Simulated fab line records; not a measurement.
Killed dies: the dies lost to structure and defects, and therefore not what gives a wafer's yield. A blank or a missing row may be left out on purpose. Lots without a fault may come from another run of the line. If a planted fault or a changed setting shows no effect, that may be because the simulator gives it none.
Lot-split experiment -- flow n5_finfet -- on a route of 1938 steps: 7 lots, 21 wafers read

== THE SPLIT ==
At N5_BEOL_M15_DEP_53 (deposits SiCN from 3MS/NH3, target thk 50 nm, time 17.8 s), the setting time_s was moved away from the recipe's 17.8 s on 8 of the 21 wafers read, by -6.2% to +13.6%. The other wafers ran this setting at the recipe's value.

The reading comes from the split's own step.

== THE READING ==
SiCN_of_BEOL_M15_DEP_53.thk_nm (the simulator's own value, which no gauge read), in nm, at N5_BEOL_M15_DEP_53 (deposits SiCN from 3MS/NH3, target thk 50 nm, time 17.8 s). No usual value for it is given in the file. Here, 13 wafers ran the recipe; their average is 49.8 nm with a standard deviation of 0.71 nm.

wafer,"tool, chamber at the split","time_s as run, s",against the recipe,"SiCN_of_BEOL_M15_DEP_53.thk_nm, nm",against lot-mates on the recipe
L077.1,"pecvd-01, 0",19.59,+10.1%,54.6,+4.4
L077.4,"pecvd-01, 1",19.59,+10.1%,56,+5.8
L077.6,"pecvd-01, 0",17.8,recipe,50.2,-
L079.2,"pecvd-04, 2,1",17.8,recipe,49.4,-
L079.5,"pecvd-04, 2,1",17.8,recipe,49.4,-
L079.4,"pecvd-04, 2",17.8,recipe,50,-
L088.1,"pecvd-03, 1",17.8,recipe,48.6,-
L088.5,"pecvd-03, 0",18.49,+3.9%,52,+3.4
L088.6,"pecvd-03, 2",18.49,+3.9%,52.2,+3.6
L095.2,"pecvd-01, 2",16.7,-6.2%,47,-4.0
L095.5,"pecvd-01, 1",17.8,recipe,51,-
L095.6,"pecvd-01, 2",16.7,-6.2%,47.4,-3.6
L094.1,"pecvd-04, 2",17.8,recipe,50.4,-
L094.3,"pecvd-04, 1",17.8,recipe,49.4,-
L094.4,"pecvd-04, 2",17.8,recipe,51,-
L089.1,"pecvd-04, 2",17.8,recipe,49,-
L089.2,"pecvd-04, 1",17.8,recipe,49.2,-
L089.6,"pecvd-04, 1",17.8,recipe,49.4,-
L092.1,"pecvd-04, 0",20.22,+13.6%,56.6,+6.6
L092.2,"pecvd-04, 1",20.22,+13.6%,56.2,+6.2
L092.4,"pecvd-04, 1",17.8,recipe,50,-
Where a row lists several chambers, the file gives one row for several wafers and doesn't say which wafer went through which chamber.

THE FIT
A straight line over all 21 wafers: SiCN_of_BEOL_M15_DEP_53.thk_nm changes by +0.495 nm for each +1% of time_s; r = +0.97; the points scatter about the line by 0.68 nm.
The same after taking each lot's own level away (the mean of its wafers on the recipe; 21 wafers): +0.516 nm for each +1%; r = +0.97; scatter 0.68 nm.
The reading moves by 7 nm for the largest change in time_s, on that fit.
Across the lots, their own levels run from 48.60 to 51.00 nm, a range of 3.4 times the standard deviation given above.
Hence the lot-to-lot level has little effect on the slope; both slopes agree.
Check: with one of the wafers moved furthest among these (+13.6%) left out of the fit, the line predicts +7.19 nm for it against its lot-mates. It came out at +6.6 nm against them.

== ADDITIONAL SPLITS CARRIED BY THESE WAFERS ==
Before the reading, these wafers also passed through other splits. Each is held against what the fit with the lots' levels taken away leaves over:
other split on the same wafers,wafers away from the commonest value,r with SiCN_of_BEOL_M15_DEP_53.thk_nm (lot level and that fit taken away)
N5_BEOL_M13_ETCH_59 time_s,6,-0.05
N5_BEOL_M13_SPUTTER_43 power_w,4,-0.25
N5_BEOL_M14_ILD_DEP_00 time_s,7,+0.09
N5_BEOL_M14_DEP_53 time_s,10,+0.13
N5_BEOL_M15_ILD_DEP_00 temp_c,5,-0.30
N5_BEOL_M15_SPUTTER_44 power_w,7,+0.09

== THE FILE'S OWN FIT ==
SiCN_of_BEOL_M15_DEP_53.thk_nm changes by +0.517 nm for each +1% of time_s, r = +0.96.
